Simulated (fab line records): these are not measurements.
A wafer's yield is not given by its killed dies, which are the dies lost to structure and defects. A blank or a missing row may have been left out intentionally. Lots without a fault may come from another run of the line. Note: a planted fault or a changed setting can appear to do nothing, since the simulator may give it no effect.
Which of the tools did it?	flow n5Finfet	7 lots with 21 wafers sampled at 4 steps, on a route of 1938 steps

== WHAT EACH GAUGE READ, for each wafer ==
N5_BEOL_M1_CD_MEAS_18: pitch 36 nm, target cd 18 nm.
lot	measured	on	cdNm (nm)
L871	day 6 10:11	cdSem-01	18.0 17.3 17.7
L874	day 7 03:12	cdSem-01	18.4 17.9 18.1
L876	day 7 21:28	cdSem-02	17.8 17.9 17.8
L882	day 9 15:02	cdSem-02	- - -
L884	day 10 06:05	cdSem-03	17.4 17.6 17.4
L890	day 11 12:53	cdSem-02	18.0 18.1 17.7
L893	day 12 04:06	cdSem-02	17.8 18.5 17.8

== EACH LOT AND THE TOOL THAT RAN IT (in order: tool; ch and the chambers of the sampled wafers; start) ==
lot	N5_BEOL_M1_HM_DEP_02	N5_BEOL_M1_ETCH_74	N5_BEOL_M1_HM_OPEN_17
L871	pvdSputter-01, day 6 09:01	rieDiel-05 ch 1,2,3, day 6 09:47	rieMetal-02 ch 0,1, day 6 10:00
L874	pvdSputter-02, day 7 02:16	rieDiel-05 ch 0,2,3, day 7 02:49	rieMetal-02 ch 0,1, day 7 03:01
L876	pvdSputter-01, day 7 20:23	rieDiel-04 ch 1,2,3, day 7 21:04	rieMetal-01 ch 0, day 7 21:16
L882	pvdSputter-02, day 9 13:26	rieDiel-04 ch 0,2,3, day 9 14:32	rieMetal-02 ch 0,1, day 9 14:44
L884	pvdSputter-03, day 10 04:42	rieDiel-04 ch 0,2,3, day 10 05:41	rieMetal-02 ch 0,1, day 10 05:54
L890	pvdSputter-02, day 11 11:49	rieDiel-05 ch 0,3, day 11 12:22	rieMetal-01 ch 0,1, day 11 12:35
L893	pvdSputter-03, day 12 02:48	rieDiel-02 ch 0,1,2, day 12 03:28	rieMetal-02 ch 0,1, day 12 03:41
- N5_BEOL_M1_HM_DEP_02: deposits TiN, target thk 20 nm.
- N5_BEOL_M1_ETCH_74: etches underlayer in N2/H2, target depth 6.5 nm, time 5.2 s.
- N5_BEOL_M1_HM_OPEN_17: chemistry Cl2/BCl3, target TiN, target depth 20 nm, overetch 6 nm.

== THE ANSWER, worked out from the rows above alone ==
Rule: what is usual is taken from the lots themselves. Put in order of their means at a reading, lots are off if they are a third of the lots or fewer, leave a main group of 4 or more, and stand apart from it by a gap of 3 or more times the standard deviation of the main group's means; of several such gaps the widest counts. Not used: any main group whose means are identical at the precision the tables above print for the reading. A lot without any number at a reading at which 4 lots or more have one is off too. All remaining lots with rows at the step are treated as sound.
Off, at N5_BEOL_M1_CD_MEAS_18 on cdNm: L882. Without a number there: L882. The main group: mean 17.8 nm, standard deviation 0.22.
A tool fits if, at a process step before that reading, it ran every lot that is off, and no sound lot after the first of them. Those tools and the gauges at N5_BEOL_M1_CD_MEAS_18 are tried in the same way. Not one of the candidates tried fits.

== WHAT HAD BEEN PUT IN BY THE SIMULATOR ==
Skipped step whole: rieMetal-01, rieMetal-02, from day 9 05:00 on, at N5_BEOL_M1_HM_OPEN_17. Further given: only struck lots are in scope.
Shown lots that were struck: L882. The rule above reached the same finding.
